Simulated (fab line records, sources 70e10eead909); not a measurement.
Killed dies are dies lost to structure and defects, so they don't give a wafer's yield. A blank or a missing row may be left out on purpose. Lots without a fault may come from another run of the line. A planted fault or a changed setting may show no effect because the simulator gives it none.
Which tool did it? | flow nand_harc | 7 lots, 21 wafers sampled, at 2 steps of a route of 1302

WHAT THE GAUGES READ, wafer by wafer
NHARC_A_CHANNEL_HOLE_D2_OVL_MEAS_11.
lot  | measured     | on         | overlay_x_nm (nm)
L873 | day 13 15:44 | overlay-01 | -1.3 -1.6 -1.4
L876 | day 14 14:20 | overlay-02 | -0.6 -0.2 -0.3
L880 | day 16 16:43 | overlay-01 | 0.4 -0.6 0.3
L888 | day 20 07:51 | overlay-02 | 1.0 0.9 1.4
L891 | day 21 02:44 | overlay-01 | -0.1 -0.5 0.1
L893 | day 22 00:05 | overlay-01 | 1.4 1.2 1.3
L895 | day 22 16:16 | overlay-01 | -1.8 -1.8 -1.8

WHICH TOOL RAN EACH LOT (tool, then ch and the chambers of the sampled wafers, then the start)
lot  | NHARC_A_CHANNEL_HOLE_D2_DEP_00
L873 | acl_dep-03 ch 0, day 13 12:59
L876 | acl_dep-03 ch 0, day 14 08:40
L880 | acl_dep-02 ch 0, day 16 12:11
L888 | acl_dep-03 ch 0, day 20 05:26
L891 | acl_dep-02 ch 0, day 21 00:57
L893 | acl_dep-03 ch 0, day 21 21:59
L895 | acl_dep-01 ch 0, day 22 14:14
- NHARC_A_CHANNEL_HOLE_D2_DEP_00: deposits aC, target thk 3100 nm.

THE ANSWER, worked out from the rows above alone
Rule: what is usual is taken from the lots themselves. Put in order of their means at a reading, lots are off if they are a third of the lots or fewer, leave a main group of 4 or more, and stand apart from it by a gap of 3 or more times the standard deviation of the main group's means; of several such gaps the widest counts. A main group whose means are all the same, to the digits that the tables above print for the reading, isn't used. A lot without any number at a reading at which 4 lots or more have one is off too. The other lots that the step has rows for count as sound.
No lot is off at any reading shown: from this, nothing can be told.

WHAT THE SIMULATOR HAD PUT IN
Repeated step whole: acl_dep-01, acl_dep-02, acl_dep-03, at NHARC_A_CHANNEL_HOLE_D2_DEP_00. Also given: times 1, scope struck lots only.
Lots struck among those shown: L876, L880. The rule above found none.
